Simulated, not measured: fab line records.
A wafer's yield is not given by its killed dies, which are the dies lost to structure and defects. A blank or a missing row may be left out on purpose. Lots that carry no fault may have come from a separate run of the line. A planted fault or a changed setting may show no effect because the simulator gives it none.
Which tool did it? | flow nand harc | 14 lots with 42 wafers sampled at 6 steps, on a route of 1302 steps

WHAT THE GAUGES READ, wafer by wafer
NHARC_A_SOURCE_PLATE_THK_MEAS_09: measures by ellipsometry. Usual: thk nm 9.9 nm, standard deviation 0.97.
lot  | measured     | on            | thk nm (nm)    | flag
L997 | day 6 21:15  | film metro-01 | 10.5 9.0 10.7  |
L999 | day 7 23:25  | film metro-01 | 9.3 11.6 10.0  |
L100 | day 8 03:18  | film metro-02 | 9.0 10.7 9.8   |
L101 | day 9 01:33  | film metro-02 | 9.5 8.5 9.1    |
L103 | day 9 16:42  | film metro-02 | 9.6 8.7 9.4    |
L110 | day 12 13:58 | film metro-01 | 10.1 10.1 10.0 |
L111 | day 13 08:05 | film metro-01 | 11.8 10.8 9.2  |
L114 | day 14 02:32 | film metro-01 | 8.7 9.7 9.3    |
L115 | day 14 16:55 | film metro-02 | 10.7 9.1 9.5   |
L116 | day 15 07:41 | film metro-02 | 9.3 10.2 8.5   |
L117 | day 15 11:00 | film metro-01 | 10.9 10.6 9.6  |
L118 | day 15 15:22 | film metro-01 | 9.4 8.8 9.1    |
L119 | day 16 07:33 | film metro-02 | 8.5 10.8 9.7   |
L120 | day 16 12:59 | film metro-02 | 10.3 7.9 11.7  |

NHARC_A_ONON_D1_THK_MEAS_14: measures by ellipsometry. Usual: thk nm 998 nm, standard deviation 12.
lot  | measured     | on            | thk nm (nm)    | flag
L997 | day 7 13:08  | film metro-01 | 996 994 995    |
L999 | day 8 15:40  | film metro-02 | 1008 1007 1006 |
L100 | day 8 21:47  | film metro-02 | 982 982 985    |
L101 | day 9 17:31  | film metro-02 | 1006 1007 1007 |
L103 | day 10 08:04 | film metro-01 | 996 997 996    |
L110 | day 13 06:02 | film metro-02 | 1009 1007 1010 |
L111 | day 13 23:28 | film metro-02 | 1009 1008 1009 |
L114 | day 14 18:29 | film metro-01 | 973 972 972    |
L115 | day 15 08:54 | film metro-02 | 1012 1013 1010 |
L116 | day 16 01:10 | film metro-02 | 999 1001 998   |
L117 | day 16 01:11 | film metro-01 | 1019 1019 1019 |
L118 | day 16 06:47 | film metro-02 | 1015 1013 1013 |
L119 | day 16 23:25 | film metro-01 | 998 997 999    |
L120 | day 17 07:50 | film metro-01 | 984 983 985    |

NHARC_A_ONON_D1_THK_MEAS_24: measures by ellipsometry. Usual: thk nm 1001 nm, standard deviation 9.2.
lot  | measured     | on            | thk nm (nm)    | flag
L997 | day 7 22:05  | film metro-02 | 990 990 989    |
L999 | day 9 00:27  | film metro-01 | 1004 1004 1004 |
L100 | day 9 10:23  | film metro-01 | 1504 1506 1505 | OFF
L101 | day 10 02:27 | film metro-02 | 1471 1471 1472 | OFF
L103 | day 10 17:56 | film metro-02 | 1492 1494 1493 | OFF
L110 | day 13 15:14 | film metro-02 | 986 987 988    |
L111 | day 14 13:26 | film metro-01 | 994 996 996    |
L114 | day 15 05:28 | film metro-01 | 992 991 991    |
L115 | day 15 17:49 | film metro-02 | 991 991 991    |
L116 | day 16 14:02 | film metro-01 | 1013 1012 1011 |
L117 | day 16 14:10 | film metro-01 | 1003 1003 1001 |
L118 | day 16 14:23 | film metro-01 | 1000 1002 1000 |
L119 | day 17 10:28 | film metro-01 | 1003 1005 1004 |
L120 | day 17 16:46 | film metro-01 | 1011 1010 1010 |

NHARC_END_SORT_01. Usual: killed at array 52, standard deviation 18; killed at other 0.6, standard deviation 0.83; killed at periphery 4.3, standard deviation 2.8; killed dies 57, standard deviation 19; killed open 3.4, standard deviation 2; killed short 2.5, standard deviation 1.7.
lot  | measured     | on        | killed at array | killed at other | killed at periphery | killed dies | killed open | killed short | flag
L999 | day 24 20:31 | prober-02 | 79 83 76        | 0 0 0           | 1 4 5               | 80 87 81    | 4 2 3       | 1 2 4        |
L100 | day 25 16:49 | prober-01 | 674 673 670     | 0 1 2           | 3 3 5               | 677 677 677 | 0 2 6       | 8 1 2        | OFF
L101 | day 25 12:23 | prober-02 | 665 668 667     | 0 0 0           | 12 9 10             | 677 677 677 | 10 4 3      | 3 0 3        | OFF
L103 | day 26 12:28 | prober-02 | 673 670 676     | 1 1 0           | 3 6 1               | 677 677 677 | 2 4 1       | 3 3 1        | OFF
L111 | day 30 08:54 | prober-02 | 58 74 70        | 1 1 0           | 3 2 2               | 62 77 72    | 0 4 5       | 1 3 1        |
L114 | day 30 18:14 | prober-01 | 32 31 32        | 0 4 1           | 9 5 9               | 41 40 42    | 7 1 3       | 3 1 2        |

TOOL THAT RAN EACH LOT (tool first, then ch and the chambers of the sampled wafers, then the start)
lot  | NHARC_A_ZERO_WELL_RTA_16         | NHARC_A_ONON_D1_DEP_22
L997 | rtp anneal-02 ch 0, day 6 14:21  | pecvd onon-02 ch 0, day 7 21:45
L999 | rtp anneal-02 ch 0, day 7 16:27  | pecvd onon-01 ch 0, day 8 23:56
L100 | rtp anneal-02 ch 0, day 7 20:18  | pecvd onon-01 ch 0, day 9 09:52
L101 | rtp anneal-02 ch 0, day 8 14:38  | pecvd onon-01 ch 0, day 10 01:56
L103 | rtp anneal-01 ch 0, day 9 09:02  | pecvd onon-01 ch 0, day 10 17:29
L110 | rtp anneal-02 ch 0, day 12 06:54 | pecvd onon-01 ch 0, day 13 14:43
L111 | rtp anneal-01 ch 0, day 13 00:35 | pecvd onon-02 ch 0, day 14 13:02
L114 | rtp anneal-01 ch 0, day 13 19:27 | pecvd onon-01 ch 0, day 15 04:58
L115 | rtp anneal-02 ch 0, day 14 09:53 | pecvd onon-02 ch 0, day 15 17:21
L116 | rtp anneal-02 ch 0, day 15 00:22 | pecvd onon-04 ch 0, day 16 13:34
L117 | rtp anneal-02 ch 0, day 15 03:36 | pecvd onon-01 ch 0, day 16 13:43
L118 | rtp anneal-02 ch 0, day 15 07:54 | pecvd onon-04 ch 0, day 16 13:52
L119 | rtp anneal-02 ch 0, day 16 00:20 | pecvd onon-02 ch 0, day 17 09:57
L120 | rtp anneal-02 ch 0, day 16 04:25 | pecvd onon-04 ch 0, day 17 16:16
- NHARC_A_ZERO_WELL_RTA_16: time 10 s.
- NHARC_A_ONON_D1_DEP_22: target thk 1000 nm.

AS READ BY THE TOOLS THEMSELVES (means over the sampled wafers that have a number; for cases with no such wafer, the mark the record gives instead)
NHARC_A_ZERO_WELL_RTA_16. Usual: lamp power pct 31.4 %, standard deviation 1.3; wafer_temp_C_max 1006.4, standard deviation 1.3.
lot  | tool          | lamp power pct (%) | wafer_temp_C_max | flag
L997 | rtp anneal-02 | 32.3               | 1008.4           |
L999 | rtp anneal-02 | 32.3               | 1005.9           |
L100 | rtp anneal-02 | 32.3               | 1007.9           |
L101 | rtp anneal-02 | 32.3               | 1007.0           |
L103 | rtp anneal-01 | 29.6               | 1005.5           |
L110 | rtp anneal-02 | 32.3               | 1006.7           |
L111 | rtp anneal-01 | 29.6               | 1004.5           |
L114 | rtp anneal-01 | 29.6               | 1007.0           |
L115 | rtp anneal-02 | 32.3               | 1006.2           |
L116 | rtp anneal-02 | 32.3               | 1007.2           |
L117 | rtp anneal-02 | 32.3               | 1005.6           |
L118 | rtp anneal-02 | 32.3               | 1006.3           |
L119 | rtp anneal-02 | 32.3               | 1006.6           |
L120 | rtp anneal-02 | 32.3               | 1006.2           |

THE ANSWER, worked out from the rows above alone
Rule: a lot is off if the mean of its wafers that have a number lies more than 3 standard deviations from the usual mean. A lot without any number at a reading at which 4 lots or more have one is off too. Any other lot the step has rows for is counted as sound. First the gauges in route order, then the tools' own readings, where a lot's mean is used as printed above. At the first step where some lot is off, the reading lying furthest off is the one used; lots without a number count as furthest.
Off at NHARC_A_ONON_D1_THK_MEAS_24 (thk nm): L100, L101, L103.
If a tool, at a process step before that reading, ran all the lots that are off and no sound lot after the first of them, it fits. Not tried: the gauges at NHARC_A_ONON_D1_THK_MEAS_24; whatever is off there is also off at NHARC_END_SORT_01, on other tools, and gauge error can't account for it. No candidate that was tried fits.

WHAT HAD BEEN PUT IN BY THE SIMULATOR
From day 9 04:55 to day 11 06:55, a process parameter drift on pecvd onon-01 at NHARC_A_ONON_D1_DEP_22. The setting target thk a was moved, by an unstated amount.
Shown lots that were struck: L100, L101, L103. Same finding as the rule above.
